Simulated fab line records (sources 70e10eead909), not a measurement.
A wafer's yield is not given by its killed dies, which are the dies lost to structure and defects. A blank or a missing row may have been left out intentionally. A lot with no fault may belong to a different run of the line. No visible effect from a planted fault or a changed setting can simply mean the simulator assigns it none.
fab line records    flow nand_harc
[record] lots = 11  wafers = 33  last_day = 24
route steps=1159 shown A_CHANNEL_HOLE_D1@472 A_CHANNEL_FILL_D1@492 END@1159
lots that met no fault: taken from a fault-free run of the same line
start_h: hours from the record's first day to the start of the lot's first wafer shown    wait_h: time in hours since the lot's previous step    " same as the row above    L1.1+2: a single row standing in for several wafers    - value missing, or start not given    * or withheld: withheld    < > ~ a bound
route shown NAME@n: NAME is a module with steps in the file, n the number in the route of the first one    usual: the fault-free wafers' mean and standard deviation    same: alike in all rows    chamber/n: place in a boat    sites: the reading at each site    _std_site: standard deviation of those values    _edge_site: the outer-site mean with the inner-site mean subtracted    radius_mm: for every site, how far away it sits from the centre of the wafer    mask NAME#n: copy n    behind: the most recent tool/chamber to have shaped the wafer    hold: cause of the lot's hold/its duration in hours/its outcome    device: the transistor (n, p or np) that didn't switch    end of line: tests run on the same wafers once the route is complete    for a step that has no rows: nothing shown but its recipe    killed: at the first sort, the dies lost to defects and structure; wafer yield is something else    map: dies across one wafer; x = killed, . = not, _ = none there
set.NAME: the setting that was run; set.NAME@STEP: the one run at that earlier step    model.NAME: the simulator's own value behind a step, which no gauge read
a sample of lots followed through the steps of the route, with each step as a table and each wafer as a row
services: from which hour (start_h, from the record's first day; less than 0 if before it) a tool's chamber was out of use, for how many hours, and why
[[steps]]
[step NHARC_A_CHANNEL_HOLE_D1_ETCH_20]
[recipe] bias_v = 3000  source_w = withheld  pressure_mtorr = 20  time_s = 361.9  ar_flow_sccm = 375  c4f8_flow_sccm = 89.3  o2_flow_sccm = 35.7  temp_c = -20  target_depth_a = 16000  chemistry = C4F8/O2/Ar
[usual] c4f8_flow_sccm = 89.27/0.28  drypump_motor_current_A = 5.67/0.13  he_backside_leak_sccm = 5.6/0.72  showerhead_plenum_p_Torr = 3.73/0.095  throttle_valve_pct = 32.153/0.0096
lot.wafer  tool         chamber  start_h  wait_h  c4f8_flow_sccm  drypump_motor_current_A  he_backside_leak_sccm  rf_hours_counter_h  showerhead_plenum_p_Torr  throttle_valve_pct
L518.2     har_etch-01  0        189.60   0.1     89.66           5.48                     6.6                    184                 3.69                      32.167
L518.6     "            0        "        "       89.55           5.47                     6.3                    -                   3.69                      32.153
L518.5     "            1        "        "       89.11           5.62                     5.3                    -                   3.79                      32.151
L517.3     har_etch-02  1        190.93   0.2     88.79           5.83                     5.4                    -                   3.87                      32.154
L517.4     "            0        "        "       89.56           5.71                     5.1                    -                   3.63                      32.153
L517.5     "            0        "        "       89.42           5.71                     5.0                    -                   3.63                      32.147
L520.2     har_etch-01  1        208.41   0.1     88.76           5.63                     5.5                    188                 3.79                      32.155
L520.1     "            0        "        "       89.04           5.47                     6.1                    188                 3.68                      32.141
L520.6     "            0        "        "       89.09           5.47                     6.1                    -                   3.68                      32.152
L519.1     har_etch-02  1        208.75   0.1     89.51           5.80                     5.4                    122                 3.86                      32.153
L519.4     "            1        "        "       88.87           5.83                     5.4                    -                   3.86                      32.147
L519.6     "            0        "        "       89.19           5.73                     4.9                    -                   3.63                      32.154
L523.4     har_etch-01  1        221.25   0.2     89.74           5.62                     5.3                    -                   3.79                      32.151
L523.3     "            0        "        "       89.71           5.45                     5.5                    -                   3.68                      32.163
L523.6     "            1        "        "       89.49           5.63                     5.3                    -                   3.79                      32.141
L524.2     har_etch-02  1        238.57   0.1     88.94           5.82                     5.6                    138                 3.85                      32.156
L524.3     "            1        "        "       89.16           5.80                     9.4                    -                   3.85                      32.150
L524.6     "            0        "        "       89.45           5.71                     5.0                    -                   3.62                      32.163
L529.1     har_etch-02  1        267.94   0.1     89.21           5.80                     5.3                    150                 3.85                      32.128
L529.4     "            1        "        "       89.36           5.80                     5.5                    -                   3.85                      32.167
L529.5     "            0        "        "       88.89           5.73                     5.2                    -                   3.61                      32.150
L532.1     har_etch-02  0        272.13   0.1     89.07           5.72                     5.0                    154                 3.61                      32.164
L532.2     "            1        "        "       89.22           5.82                     5.3                    154                 3.85                      32.130
L532.4     "            0        "        "       88.78           5.74                     5.0                    -                   3.61                      32.152
L533.2     har_etch-01  0        283.18   0.1     88.69           5.44                     6.3                    228                 3.66                      32.151
L533.1     "            1        "        "       89.38           5.64                     5.4                    228                 3.77                      32.148
L533.3     "            0        "        "       88.98           5.45                     6.0                    -                   3.66                      32.137
L537.1     har_etch-01  0        303.89   0.1     89.29           5.48                     6.2                    235                 3.66                      32.158
L537.2     "            1        "        "       89.45           5.63                     5.5                    235                 3.77                      32.156
L537.3     "            0        "        "       89.59           5.49                     6.6                    -                   3.66                      32.157
L536.1     har_etch-02  0        309.16   0.1     89.34           5.73                     5.7                    172                 3.60                      32.144
L536.4     "            0        "        "       89.60           5.73                     5.3                    -                   3.60                      32.157
L536.5     "            1        "        "       89.67           5.83                     5.5                    -                   3.84                      32.157
[step NHARC_A_CHANNEL_HOLE_D1_STRIP_27]
[recipe] o2_flow_sccm = 500  ar_flow_sccm = 0  bias_w = 0  chemistry = O2
[usual] drypump_motor_current_A = 5.7/0.43  oes_product_au = 1.001/0.0066  rf_vpp_V = 57.7/0.84  showerhead_plenum_p_Torr = 3.49/0.13  throttle_valve_pct = 17.036/0.0094
[same] bias_w = 0
lot.wafer  tool         chamber  start_h  wait_h  drypump_motor_current_A  oes_product_au  rf_hours_counter_h  rf_vpp_V  showerhead_plenum_p_Torr  throttle_valve_pct
L518.2     rie_diel-04  2        -        -       5.0                      1.000           7                   58.3      3.42                      17.025
L518.5     "            1        "        "       6.4                      0.994           -                   57.3      3.39                      17.023
L518.6     "            2        "        "       5.0                      0.996           -                   58.2      3.42                      17.038
L517.4     rie_diel-02  2        -        -       5.5                      1.000           1                   57.3      3.66                      17.060
L517.3     "            3        "        "       5.2                      0.996           2                   59.0      3.35                      17.036
L517.5     "            0        "        "       5.6                      1.000           -                   58.5      3.53                      17.032
L520.2     rie_diel-12  2        -        -       5.9                      0.996           0                   58.7      3.78                      17.035
L520.1     "            1        "        "       5.6                      1.002           0                   57.0      3.40                      17.034
L520.6     "            3        "        "       5.9                      0.997           -                   56.6      3.48                      17.049
L519.4     rie_diel-02  1        -        -       5.6                      0.993           5                   57.0      3.40                      17.032
L519.1     "            2        "        "       5.5                      0.997           3                   59.3      3.66                      17.033
L519.6     "            0        "        "       5.6                      1.000           -                   58.2      3.53                      17.034
L523.4     rie_diel-02  0        -        -       5.6                      1.009           6                   58.0      3.53                      17.033
L523.3     "            2        "        "       5.5                      1.005           5                   58.0      3.66                      17.041
L523.6     "            0        "        "       5.6                      1.003           -                   58.3      3.53                      17.035
L524.3     rie_diel-04  0        -        -       5.1                      1.004           8                   57.9      3.59                      17.039
L524.2     "            1        "        "       6.4                      0.992           11                  58.3      3.38                      17.023
L524.6     "            1        "        "       6.4                      0.998           -                   57.8      3.38                      17.042
L529.1     rie_diel-02  0        -        -       5.6                      1.008           9                   57.7      3.53                      17.030
L529.4     "            2        "        "       5.5                      1.002           7                   57.9      3.66                      17.046
L529.5     "            0        "        "       5.6                      1.011           -                   57.3      3.53                      17.009
L532.1     rie_diel-12  3        -        -       5.9                      1.011           3                   57.4      3.47                      17.033
L532.2     "            1        "        "       5.6                      0.996           4                   58.9      3.40                      17.037
L532.4     "            1        "        "       5.6                      1.002           -                   58.6      3.40                      17.041
L533.1     rie_diel-02  1        -        -       5.5                      0.995           10                  57.2      3.40                      17.039
L533.2     "            2        "        "       5.4                      1.001           8                   58.1      3.65                      17.033
L533.3     "            3        "        "       5.2                      1.001           9                   57.8      3.35                      17.032
L537.3     rie_diel-02  2        -        -       5.5                      0.996           10                  57.7      3.65                      17.039
L537.1     "            0        "        "       5.6                      1.007           11                  58.0      3.53                      17.033
L537.2     "            1        "        "       5.6                      1.000           11                  57.5      3.40                      17.047
L536.4     rie_diel-02  3        -        -       5.1                      1.003           11                  57.4      3.35                      17.023
L536.1     "            2        "        "       5.4                      1.004           10                  59.5      3.65                      17.046
L536.5     "            0        "        "       5.6                      1.014           -                   57.3      3.53                      17.033
[step NHARC_A_CHANNEL_FILL_D1_ALD_02]
[recipe] target_thk_a = 60  pulse_time_s = 10  ald_cycles = 60  temp_c = 300  material = SiO2
[usual] ald_cycles = 60/0  heater_power_outer_w = 241/15  heater_power_w = 427/29  precursor_pulse_height_rel = 1.001/0.02
lot.wafer  tool       chamber  start_h  wait_h  ald_cycles  heater_power_outer_w  heater_power_w  precursor_pulse_height_rel
L518.2     ald_hk-03  2        195.95   -       60          255                   457             1.001
L518.5     "          1        "        "       60          231                   375             0.976
L518.6     "          2        "        "       60          246                   461             1.006
L517.3     ald_hk-03  2        196.63   -       60          251                   456             0.977
L517.4     "          3        "        "       60          249                   432             0.991
L517.5     "          3        "        "       60          239                   430             1.006
L520.2     ald_hk-03  1        214.35   -       -           -                     -               -
L520.1     "          2        "        "       -           -                     -               -
L520.6     "          0        "        "       -           -                     -               -
L519.4     ald_hk-02  0        215.08   -       -           -                     -               -
L519.1     "          1        "        "       -           -                     -               -
L519.6     "          2        "        "       -           -                     -               -
L523.3     ald_hk-03  2        227.91   -       60          255                   468             1.001
L523.4     "          3        "        "       60          236                   421             1.028
L523.6     "          3        "        "       60          238                   429             1.028
L524.2     ald_hk-02  1        244.95   0.1     60          259                   431             0.987
L524.3     "          0        "        "       60          231                   428             1.028
L524.6     "          2        "        "       60          259                   452             0.985
L529.1     ald_hk-03  0        274.62   -       60          236                   467             1.021
L529.4     "          1        "        "       60          242                   388             1.003
L529.5     "          3        "        "       60          245                   427             0.995
L532.4     ald_hk-02  0        278.08   -       60          237                   412             1.030
L532.1     "          1        "        "       60          251                   438             1.033
L532.2     "          2        "        "       60          259                   436             0.967
L533.2     ald_hk-03  2        288.97   -       60          245                   456             1.018
L533.1     "          3        "        "       60          244                   430             1.024
L533.3     "          0        "        "       60          238                   439             0.997
L537.2     ald_hk-03  1        310.00   -       60          249                   390             1.002
L537.1     "          3        "        "       60          245                   441             1.017
L537.3     "          0        "        "       60          234                   446             1.004
L536.1     ald_hk-01  3        314.93   -       60          214                   395             0.990
L536.4     "          2        "        "       60          208                   386             0.988
L536.5     "          3        "        "       60          217                   386             1.015
[step NHARC_A_CHANNEL_FILL_D1_STRIP_28]
[recipe] time_s = 20  o2_flow_sccm = 500  ar_flow_sccm = 0  bias_w = 0  chemistry = O2
[usual] drypump_motor_current_A = 5.57/0.28  oes_product_au = 0.997/0.0068  rf_vpp_V = 57.9/0.81  showerhead_plenum_p_Torr = 3.60/0.12  throttle_valve_pct = 17.036/0.0087
[same] bias_w = 0
lot.wafer  tool         chamber  start_h  wait_h  drypump_motor_current_A  oes_product_au  rf_hours_counter_h  rf_vpp_V  showerhead_plenum_p_Torr  throttle_valve_pct
L517.4     rie_diel-08  1        219.88   0.1     5.15                     1.004           2                   58.7      3.61                      17.034
L517.3     "            3        "        "       6.13                     1.001           2                   58.4      3.62                      17.029
L517.5     "            2        "        "       5.25                     0.990           -                   57.3      3.55                      17.038
L518.2     rie_diel-07  3        219.91   0.1     5.58                     0.992           27                  59.4      3.58                      17.029
L518.5     "            0        "        "       5.83                     1.002           -                   58.4      3.39                      17.038
L518.6     "            1        "        "       5.89                     0.994           -                   56.8      3.37                      17.043
L519.4     rie_diel-03  3        241.08   0.1     5.50                     0.991           1                   58.4      3.55                      17.031
L519.1     "            1        "        "       5.45                     1.004           1                   57.3      3.70                      17.051
L519.6     "            3        "        "       5.49                     0.992           -                   57.6      3.55                      17.037
L520.2     rie_diel-08  3        241.08   0.1     6.11                     0.991           3                   59.3      3.62                      17.035
L520.1     "            1        "        "       5.16                     0.994           3                   57.6      3.61                      17.036
L520.6     "            3        "        "       6.12                     0.994           -                   57.5      3.62                      17.032
L523.3     rie_diel-03  2        252.81   0.1     5.73                     0.990           1                   58.7      3.74                      17.028
L523.4     "            0        "        "       5.47                     1.005           1                   58.3      3.70                      17.028
L523.6     "            1        "        "       5.46                     1.006           -                   57.6      3.70                      17.049
L524.3     rie_diel-07  1        269.65   0.1     5.91                     1.002           5                   57.5      3.37                      17.042
L524.2     "            2        "        "       5.83                     1.005           4                   57.1      3.58                      17.030
L524.6     "            1        "        "       5.91                     1.012           -                   57.5      3.37                      17.030
L529.4     rie_diel-07  1        298.25   0.1     5.88                     0.999           11                  57.6      3.36                      17.036
L529.1     "            2        "        "       5.85                     0.987           11                  57.8      3.58                      17.036
L529.5     "            3        "        "       5.58                     0.987           -                   56.3      3.57                      17.043
L532.2     rie_diel-07  3        303.54   0.1     5.55                     0.989           12                  58.4      3.57                      17.016
L532.1     "            1        "        "       5.87                     0.995           12                  58.7      3.36                      17.044
L532.4     "            2        "        "       5.84                     1.005           11                  57.8      3.58                      17.053
L533.1     rie_diel-03  0        313.21   0.1     5.48                     1.007           3                   57.3      3.70                      17.029
L533.2     "            1        "        "       5.47                     0.992           3                   56.6      3.70                      17.038
L533.3     "            3        "        "       5.50                     0.992           3                   57.0      3.55                      17.031
L537.1     rie_diel-03  0        336.30   0.1     5.49                     0.989           4                   57.5      3.70                      17.039
L537.2     "            1        "        "       5.42                     0.990           4                   58.8      3.70                      17.041
L537.3     "            2        "        "       5.75                     0.993           4                   58.6      3.74                      17.043
L536.1     rie_diel-08  1        339.09   0.1     5.18                     1.008           1                   56.8      3.61                      17.029
L536.4     "            3        "        "       6.08                     1.001           1                   57.8      3.62                      17.025
L536.5     "            0        "        "       5.23                     0.994           -                   58.9      3.71                      17.034
[step NHARC_END_SORT_01]
[recipe] temp_c = 25
[usual] killed_at_array = 28/11  killed_at_other = 0.8/1.3  killed_at_periphery = 3.6/2.5  killed_dies = 32/11  killed_open = 3.0/1.8  killed_short = 2.0/1.5
[same] gross_dies = 677
lot.wafer  tool       chamber  start_h  wait_h  killed_at_array  killed_at_other  killed_at_periphery  killed_dies  killed_open  killed_short
L520.1     prober-01  0        485.23   2.5     672              2                3                    677          1            4
L520.2     prober-01  0        486.03   2.8     672              1                4                    677          4            2
L520.6     prober-01  0        489.23   4.0     675              0                2                    677          5            0
L519.1     prober-02  0        492.89   2.5     669              0                8                    677          4            5
L519.4     prober-02  0        495.30   3.4     673              1                3                    677          3            7
L519.6     prober-02  0        496.90   4.0     674              1                2                    677          0            2
// killed by level:class
L520.1 A_CHANNEL_FILL_D1:area_ald=643 A_CHANNEL_HOLE_D1:chamber_film_flake=16 A_SLIT:chamber_film_flake=9 A_ONON_D1:geometric_particle:short=2 THIN_TSV:chamber_film_flake=2 P_CONTACT:geometric_particle:open=1 P_M0:geometric_particle:short=1 A_CONTACT:geometric_particle:short=1
L520.2 A_CHANNEL_FILL_D1:area_ald=638 A_CHANNEL_HOLE_D1:chamber_film_flake=14 A_SLIT:chamber_film_flake=14 P_GATE:geometric_particle:open=1 P_CONTACT:geometric_particle:open=1 A_WL_FILL:geometric_particle:short=1 A_CONTACT:geometric_particle:short=1 A_CONTACT:geometric_particle:open=1
L520.6 A_CHANNEL_FILL_D1:area_ald=647 A_SLIT:chamber_film_flake=15 A_CHANNEL_HOLE_D1:chamber_film_flake=9 A_CHANNEL_FILL_D1:geometric_particle:open=2 P_CONTACT:geometric_particle:open=1 P_M0:geometric_particle:open=1 A_CHANNEL_HOLE_D1:geometric_particle:open=1 A_CONTACT:chamber_film_flake=1
L519.1 A_CHANNEL_FILL_D1:area_ald=656 A_STAIRCASE:chamber_film_flake=3 P_CONTACT:geometric_particle:short=2 P_M0:geometric_particle:open=2 A_CHANNEL_FILL_D1:geometric_particle:short=2 A_ZERO_WELL:chamber_film_flake=2 A_CHANNEL_HOLE_D1:chamber_film_flake=2 A_CONTACT:chamber_film_flake=2
L519.4 A_CHANNEL_FILL_D1:area_ald=655 A_STAIRCASE:chamber_film_flake=5 A_WL_FILL:geometric_particle:short=3 A_CHANNEL_HOLE_D1:chamber_film_flake=2 A_CONTACT:chamber_film_flake=2 P_STI:geometric_particle:short=1 P_M1:geometric_particle:open=1 A_ONON_D1:geometric_particle:short=1
L519.6 A_CHANNEL_FILL_D1:area_ald=663 A_CHANNEL_HOLE_D1:chamber_film_flake=4 P_ZERO_WELL:chamber_film_flake=2 A_STAIRCASE:chamber_film_flake=2 A_ONON_D1:geometric_particle:short=1 A_CHANNEL_FILL_D1:geometric_particle:short=1 A_ZERO_WELL:chamber_film_flake=1 A_SLIT:chamber_film_flake=1
[[services]]
tool         chamber  start_h  hours  kind
rie_diel-04  2        168.41   2.5    repair
rie_diel-07  2        172.16   5.7    repair
rie_diel-02  2        174.29   8.0    repair
rie_diel-12  -        202.40   9.0    pm
rie_diel-03  3        208.45   2.7    repair
rie_diel-03  -        215.30   9.0    pm
rie_diel-07  -        228.20   9.0    pm
rie_diel-12  0        231.48   9.0    repair
har_etch-02  -        237.66   0.1    repair
rie_diel-12  3        240.93   16.4   repair
rie_diel-12  1        242.28   2.0    repair
rie_diel-07  2        245.51   4.1    repair
rie_diel-12  2        256.09   2.7    repair
rie_diel-12  0        262.43   15.7   repair
rie_diel-03  3        277.22   1.8    repair
rie_diel-07  0        278.50   16.1   repair
rie_diel-04  0        285.42   17.4   repair
rie_diel-08  -        301.80   9.0    pm
rie_diel-03  2        305.16   1.2    repair
har_etch-01  -        307.91   17.0   pm
ald_hk-02    -        321.88   3.0    repair
rie_diel-02  -        327.70   9.0    pm
rie_diel-07  3        335.26   33.2   repair
rie_diel-07  2        336.53   15.2   repair
[[key]]
[first_sign] step = NHARC_A_CHANNEL_FILL_D1_ALD_02  reading = tool_record  direction = missing
[effect] step = NHARC_END_SORT_01  reading = killed_at_array  direction = up  sigmas = 61  usual = 28  struck = 672
[more_kills_born_at] NHARC_A_CHANNEL_FILL_D1_ALD_02@ald_hk-02 = 1974  NHARC_A_CHANNEL_FILL_D1_ALD_02@ald_hk-03 = 1928
met_at NHARC_A_CHANNEL_FILL_D1_ALD_02
struck_lots L519,L520
later_rows_left_out L519.1,L519.4,L519.6,L520.1,L520.2,L520.6
tester_left_out L519,L520
not_acting_at NHARC_A_CHANNEL_HOLE_D1_ETCH_20,NHARC_A_CHANNEL_HOLE_D1_STRIP_27,NHARC_A_CHANNEL_FILL_D1_STRIP_28
onset_between 196.63 214.35
[fault] kind = skipped_step_whole  tool = ald_hk-02,ald_hk-03  chamber = -  onset_h = 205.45  steps = NHARC_A_CHANNEL_FILL_D1_ALD_02  scope = struck_lots_only
// tester_left_out: of these lots the tester's yield and bins aren't shown, on N5 and GAA mostly nor the transistor test; their killed dies are dies lost to structure and defects alone, not to doping, threshold or leakage, so they don't give the yield
// later_rows_left_out: the simulator's readings of these wafers behind a module that went badly wrong aren't trusted and aren't shown, but for the sort
